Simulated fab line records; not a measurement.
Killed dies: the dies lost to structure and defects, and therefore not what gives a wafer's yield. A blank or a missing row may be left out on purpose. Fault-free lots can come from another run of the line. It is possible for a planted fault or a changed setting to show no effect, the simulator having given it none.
Chamber matching | flow nand harc | NHARC_A_STAIRCASE_DESCUM_252 on rie diel-08: 4 sister chambers
The step chemistry O2, time 3 s. 4 wafers are shown with their chamber, then 7 later ones without.

EACH WAFER AND ITS CHAMBER
wafer  | chamber | drypump motor current A (A)
L080.1 | 3       | 5.1
L080.6 | 1       | 5.5
L088.2 | 2       | 6.3
L088.5 | 0       | 6.0

WAFERS WHOSE CHAMBER IS MISSING
wafer  | drypump motor current A (A)
L088.6 | 5.5
L094.1 | 5.1
L094.2 | 5.5
L094.3 | 6.1
L096.1 | 5.1
L096.4 | 5.1
L096.6 | 6.3

CHAMBER TAKEN BY EACH
wafer  | from the rows above | in truth
L088.6 | 1                   | 1
L094.1 | 3                   | 3
L094.2 | 1                   | 1
L094.3 | 0                   | 0
L096.1 | 3                   | 3
L096.4 | 3                   | 3
L096.6 | 2                   | 2
Correctly placed: 7 of 7. Number that these rows cannot place: 0. 0 placed wrongly.
How it was worked out, from the rows above alone: a wafer's distance from a chamber is the root of the sum, over the readings, of the square of ((its reading less the chamber's mean) divided by the reading's scatter). The wafer belongs to the nearest chamber; if the next one is less than 2 further off, it can't be placed. The mean given for a chamber averages the wafers shown for that chamber. The scatter: root of mean squared gap, hidden wafer to nearest shown wafer, with one shown wafer a chamber.
